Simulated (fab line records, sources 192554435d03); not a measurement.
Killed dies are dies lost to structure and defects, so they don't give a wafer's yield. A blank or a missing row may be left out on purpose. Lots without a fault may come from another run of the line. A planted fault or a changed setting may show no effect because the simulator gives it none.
Split-lot experiment | flow n5_finfet | 7 lots, 39 wafers read, on a route of 1938 steps

THE SPLIT
At N5_BEOL_M0_SAQP_DESCUM_19 (chemistry O2, time 7.9 s), the setting time_s was moved away from the recipe's 7.9 s on 12 of the 39 wafers read, by -55.8% to +53.5%. The other wafers ran this setting at the recipe's value.

The reading is taken at the split's own step.

THE READING
CAR-ArF_of_BEOL_M0_SAQP_COAT_08.thk_nm (the simulator's own value, which no gauge read), in nm, at N5_BEOL_M0_SAQP_DESCUM_19 (chemistry O2, time 7.9 s). The file gives no usual value for it. The 27 wafers here that ran the recipe average 83.2 nm, standard deviation 0.37 nm.

wafer  | tool, chamber at the split | time_s as run, s | against the recipe | CAR-ArF_of_BEOL_M0_SAQP_COAT_08.thk_nm, nm | against lot-mates on the recipe
L075.1 | rie_diel-02, 3             | 7.9              | recipe             | 83.6                                       | -
L075.5 | rie_diel-02, 3             | 7.9              | recipe             | 83.6                                       | -
L075.2 | rie_diel-02, 1,0,0         | 5.505            | -30.3%             | 85                                         | +1.5
L075.3 | rie_diel-02, 1,0,0         | 5.505            | -30.3%             | 85                                         | +1.5
L075.6 | rie_diel-02, 1,0,0         | 5.505            | -30.3%             | 85                                         | +1.5
L075.4 | rie_diel-02, 2             | 7.9              | recipe             | 83.2                                       | -
L078.1 | rie_diel-06, 1,2,3,3,2     | 7.9              | recipe             | 82.8                                       | -
L078.2 | rie_diel-06, 1,2,3,3,2     | 7.9              | recipe             | 82.8                                       | -
L078.3 | rie_diel-06, 1,2,3,3,2     | 7.9              | recipe             | 82.8                                       | -
L078.4 | rie_diel-06, 1,2,3,3,2     | 7.9              | recipe             | 82.8                                       | -
L078.6 | rie_diel-06, 1,2,3,3,2     | 7.9              | recipe             | 82.8                                       | -
L078.5 | rie_diel-06, 1             | 7.9              | recipe             | 82.6                                       | -
L082.1 | rie_diel-06, 0             | 12.13            | +53.5%             | 80.8                                       | -2.1
L082.2 | rie_diel-06, 1             | 12.13            | +53.5%             | 80.4                                       | -2.5
L082.3 | rie_diel-06, 3,1           | 7.9              | recipe             | 83                                         | -
L082.6 | rie_diel-06, 3,1           | 7.9              | recipe             | 83                                         | -
L082.4 | rie_diel-06, 2             | 7.9              | recipe             | 82.8                                       | -
L082.5 | rie_diel-06, 0             | 12.13            | +53.5%             | 80.6                                       | -2.3
L084.1 | rie_diel-01, 2             | 7.9              | recipe             | 84                                         | -
L084.2 | rie_diel-01, 0,1           | 7.9              | recipe             | 83.8                                       | -
L084.6 | rie_diel-01, 0,1           | 7.9              | recipe             | 83.8                                       | -
L084.3 | rie_diel-01, 1,2           | 3.494            | -55.8%             | 86.8                                       | +2.9
L084.5 | rie_diel-01, 1,2           | 3.494            | -55.8%             | 86.8                                       | +2.9
L084.4 | rie_diel-01, 3             | 3.494            | -55.8%             | 86.6                                       | +2.7
L088.1 | rie_diel-02, 2,3           | 7.9              | recipe             | 83.2                                       | -
L088.3 | rie_diel-02, 2,3           | 7.9              | recipe             | 83.2                                       | -
L088.2 | rie_diel-02, 0,0,3         | 7.9              | recipe             | 83.6                                       | -
L088.5 | rie_diel-02, 0,0,3         | 7.9              | recipe             | 83.6                                       | -
L088.6 | rie_diel-02, 0,0,3         | 7.9              | recipe             | 83.6                                       | -
L088.4 | rie_diel-02, 2             | 7.9              | recipe             | 83.4                                       | -
L091.1 | rie_diel-06, 1,0           | 4.122            | -47.8%             | 85.6                                       | +2.5
L091.2 | rie_diel-06, 1,0           | 4.122            | -47.8%             | 85.6                                       | +2.5
L091.3 | rie_diel-06, 2             | 4.122            | -47.8%             | 85.2                                       | +2.1
L091.4 | rie_diel-06, 3,1           | 7.9              | recipe             | 83                                         | -
L091.5 | rie_diel-06, 3,1           | 7.9              | recipe             | 83                                         | -
L091.6 | rie_diel-06, 0             | 7.9              | recipe             | 83.2                                       | -
L096.1 | rie_diel-06, 0             | 7.9              | recipe             | 83.2                                       | -
L096.2 | rie_diel-06, 1,2           | 7.9              | recipe             | 83.4                                       | -
L096.6 | rie_diel-06, 1,2           | 7.9              | recipe             | 83.4                                       | -
Where a row lists several chambers, the file gives one row for several wafers and doesn't say which wafer went through which chamber.

THE FIT
A straight line over all 39 wafers: CAR-ArF_of_BEOL_M0_SAQP_COAT_08.thk_nm changes by -0.0537 nm for each +1% of time_s; r = -0.97; the points scatter about the line by 0.38 nm.
The same after taking each lot's own level away (the mean of its wafers on the recipe; 39 wafers): -0.0482 nm for each +1%; r = -0.99; scatter 0.16 nm.
On that fit, the largest move of time_s shifts the reading by 2.7 nm.
The lots' own levels span 82.77 to 83.87 nm, that is 3.0 times the standard deviation above.
So the lot-to-lot level changes the slope: the two fits differ.
Check: with one of the wafers moved furthest among these (-55.8%) left out of the fit, the line predicts +2.71 nm for it against its lot-mates. It came out at +2.93 nm against them.

OTHER SPLITS ON THESE WAFERS
These wafers also went through other splits before the reading. Each is held against what the fit with the lots' levels taken away leaves over:
other split on the same wafers | wafers away from the commonest value | r with CAR-ArF_of_BEOL_M0_SAQP_COAT_08.thk_nm (lot level and that fit taken away)
N5_FIN_SAQP_HM_DEP_03 time_s   | 15                                   | -0.28
N5_SD_EPI_N_EPI_21 time_s      | 15                                   | +0.28

THE FILE'S OWN FIT
CAR-ArF_of_BEOL_M0_SAQP_COAT_08.thk_nm changes by -0.0486 nm for each +1% of time_s, r = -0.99.
